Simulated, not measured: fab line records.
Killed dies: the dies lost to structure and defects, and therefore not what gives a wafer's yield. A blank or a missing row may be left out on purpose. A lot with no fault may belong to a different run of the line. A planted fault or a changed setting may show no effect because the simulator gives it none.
Which of the tools did it?    flow nand-harc    39 wafers from 13 lots sampled at 6 of the route's 1302 steps

## WHAT EACH GAUGE READ, for each wafer
NHARC_P_ZERO_WELL_CD_MEAS_11: the cd target is 500 nm.
lot   measured      on         cd-nm (nm)
L338  day 2 07:14   cd-sem-01  497.2 496.8 499.1
L340  day 3 03:14   cd-sem-03  499.9 499.9 500.8
L342  day 3 23:15   cd-sem-01  495.6 497.4 498.0
L343  day 4 09:14   cd-sem-02  500.5 502.1 501.9
L344  day 4 19:11   cd-sem-03  497.1 499.1 498.6
L347  day 6 01:14   cd-sem-02  499.2 500.8 498.0
L349  day 6 21:23   cd-sem-03  497.9 499.2 499.5
L350  day 7 07:10   cd-sem-03  500.5 500.3 499.7
L351  day 7 17:15   cd-sem-01  499.1 498.0 496.9
L352  day 8 03:14   cd-sem-01  498.7 499.0 501.9
L353  day 8 13:14   cd-sem-02  502.0 501.2 500.5
L357  day 10 05:14  cd-sem-01  500.2 501.1 500.5
L360  day 11 11:14  cd-sem-02  499.7 499.8 501.5

NHARC_P_ZERO_WELL_CD_MEAS_24: the cd target is 720 nm.
lot   measured      on         cd-nm (nm)
L338  day 2 08:37   cd-sem-01  719.3 719.9 719.1
L340  day 3 04:35   cd-sem-01  716.9 719.7 720.6
L342  day 4 00:35   cd-sem-03  721.2 721.8 719.0
L343  day 4 10:39   cd-sem-02  723.5 720.7 721.4
L344  day 4 20:32   cd-sem-01  716.8 716.8 717.0
L347  day 6 02:41   cd-sem-02  728.6 726.7 729.1
L349  day 6 22:44   cd-sem-01  728.6 729.0 730.3
L350  day 7 08:25   cd-sem-01  728.6 729.7 729.1
L351  day 7 18:38   cd-sem-03  722.5 721.7 720.9
L352  day 8 04:35   cd-sem-02  731.4 731.4 730.5
L353  day 8 14:47   cd-sem-03  719.0 718.8 719.3
L357  day 10 06:35  cd-sem-02  718.9 719.6 719.8
L360  day 11 12:35  cd-sem-02  721.0 719.6 719.2

NHARC_P_ZERO_WELL_CD_MEAS_52: the cd target is 2000 nm.
lot   measured      on         cd-nm (nm)
L338  day 2 11:47   cd-sem-01  2001.9 2000.7 2000.7
L340  day 3 07:46   cd-sem-02  1999.1 1999.5 1997.5
L342  day 4 03:44   cd-sem-01  1997.7 1999.8 1998.1
L343  day 4 13:49   cd-sem-01  1998.6 1998.2 1999.9
L344  day 4 23:52   cd-sem-01  2000.5 1998.5 1998.5
L347  day 6 05:58   cd-sem-02  2002.1 2001.1 2000.9
L349  day 7 18:38   cd-sem-02  2002.0 2001.4 2001.5
L350  day 7 20:44   cd-sem-02  2000.7 1999.8 2001.1
L351  day 7 21:41   cd-sem-03  1999.7 2000.6 1998.1
L352  day 8 07:52   cd-sem-03  2001.4 2001.9 2000.9
L353  day 8 18:03   cd-sem-03  1998.8 1997.7 1998.1
L357  day 10 09:44  cd-sem-01  1996.9 1998.1 1998.1
L360  day 11 15:44  cd-sem-02  2000.2 2000.5 1999.1

NHARC_P_STI_OCD_MEAS_43.
lot   measured      on      trench-depth-nm (nm)  trench-foot-cd-nm (nm)
L338  day 3 06:37   ocd-01  302 300 305           156.8 156.3 157.3
L340  day 4 03:03   ocd-02  302 300 299           158.2 159.3 158.5
L342  day 4 23:43   ocd-01  296 298 299           157.6 157.6 155.3
L343  day 5 11:30   ocd-02  302 298 301           157.2 160.2 159.8
L344  day 5 18:20   ocd-01  301 296 304           159.6 161.3 159.7
L347  day 7 03:01   ocd-02  307 301 304           159.7 161.1 160.3
L349  day 8 12:55   ocd-02  303 296 305           154.4 156.1 155.8
L350  day 8 13:04   ocd-02  301 297 298           160.7 159.2 160.2
L351  day 8 13:13   ocd-01  300 304 299           160.1 159.0 160.8
L352  day 9 03:33   ocd-01  306 309 294           159.2 158.9 158.2
L353  day 9 15:09   ocd-02  300 301 301           159.6 158.6 158.7
L357  day 11 10:23  ocd-02  299 299 296           160.9 158.6 160.8
L360  day 12 09:16  ocd-01  300 296 303           159.4 158.9 158.0

NHARC_END_SORT_01.
lot   measured      on         killed-at-array  killed-at-other  killed-at-periphery  killed-dies  killed-open  killed-short
L342  day 25 23:28  prober-02  67 68 73         0 0 0            2 4 6                69 72 79     3 1 5        0 0 0
L347  day 29 01:23  prober-01  45 38 37         0 0 0            1 0 0                46 38 37     3 2 2        1 2 1
L352  day 30 12:41  prober-01  34 39 40         1 0 0            3 6 14               38 45 54     3 5 3        6 3 4

## EACH LOT AND THE TOOL THAT RAN IT (in order: tool; ch and the chambers of the sampled wafers; start)
lot   NHARC_P_ZERO_WELL_EXPOSE_21
L338  krf-scanner-04 ch 0, day 2 08:28
L340  krf-scanner-04 ch 0, day 3 04:25
L342  krf-scanner-02 ch 0, day 4 00:26
L343  krf-scanner-04 ch 0, day 4 10:30
L344  krf-scanner-02 ch 0, day 4 20:22
L347  krf-scanner-04 ch 0, day 6 02:31
L349  krf-scanner-04 ch 0, day 6 22:35
L350  krf-scanner-04 ch 0, day 7 08:15
L351  krf-scanner-01 ch 0, day 7 18:29
L352  krf-scanner-04 ch 0, day 8 04:26
L353  krf-scanner-02 ch 0, day 8 14:38
L357  krf-scanner-02 ch 0, day 10 06:25
L360  krf-scanner-01 ch 0, day 11 12:26
- NHARC_P_ZERO_WELL_EXPOSE_21: exposes mask P NWELL, target cd 720 nm.

## AS READ BY THE TOOLS THEMSELVES (means over the sampled wafers that have a number; for cases with no such wafer, the mark the record gives instead)
NHARC_P_ZERO_WELL_EXPOSE_21.
lot   tool            exposure-dose-mJ-cm2
L338  krf-scanner-04  22.298
L340  krf-scanner-04  22.281
L342  krf-scanner-02  22.305
L343  krf-scanner-04  22.318
L344  krf-scanner-02  22.301
L347  krf-scanner-04  23.587
L349  krf-scanner-04  23.588
L350  krf-scanner-04  23.565
L351  krf-scanner-01  22.290
L352  krf-scanner-04  23.588
L353  krf-scanner-02  22.319
L357  krf-scanner-02  22.285
L360  krf-scanner-01  22.301

## THE ANSWER, worked out from the rows above alone
Rule: the lots themselves supply what counts as usual. The widest of any qualifying gaps counts: lots, ordered by their means at a reading, are off when they make up no more than a third of the lots, leave a main group of 4 or more, and stand apart from it by 3 or more times the standard deviation of that group's means. The tables above print the reading to a certain number of digits; a main group whose means all agree to those digits is not used. Also off: a lot with no number at a reading for which 4 or more lots have one. Where the step has rows for the other lots, those lots are counted as sound. The gauges are gone through in route order, then the tools' own readings, and for those a lot's mean is taken as printed above. The first step at which some lot is off is used, and at that step the reading that is off furthest; a lot without a number counts as furthest.
Off, at NHARC_P_ZERO_WELL_CD_MEAS_24 on cd-nm: L347, L349, L350, L352. The main group: mean 719.8 nm, standard deviation 1.4.
A tool fits if, at a process step before that reading, it ran every lot that is off, and no sound lot after the first of them. The gauges at NHARC_P_ZERO_WELL_CD_MEAS_24 aren't tried: what is off there is off at NHARC_P_ZERO_WELL_EXPOSE_21 too, on other tools, and a gauge's error can't cause that. One candidate fits, namely krf-scanner-04 at NHARC_P_ZERO_WELL_EXPOSE_21. Its last sound lot is L343 (day 4 10:30), its first lot that is off L347 (day 6 02:31): a fault that began between those two fits.
On the lots that are off, the tool's own readings at NHARC_P_ZERO_WELL_EXPOSE_21 differ by more than 5 times the standard deviation of the sound lots' means, which bears it out; exposure-dose-mJ-cm2 reads 23.582 there versus 22.300 on the sound lots.

## WHAT WAS PUT IN BY THE SIMULATOR
Drift in process parameters on krf-scanner-04 at NHARC_P_ZERO_WELL_EXPOSE_21, starting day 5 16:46. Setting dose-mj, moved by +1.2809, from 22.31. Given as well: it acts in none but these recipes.
Struck lots among those shown: L347, L349, L350, L352. The rule above reached the same finding.
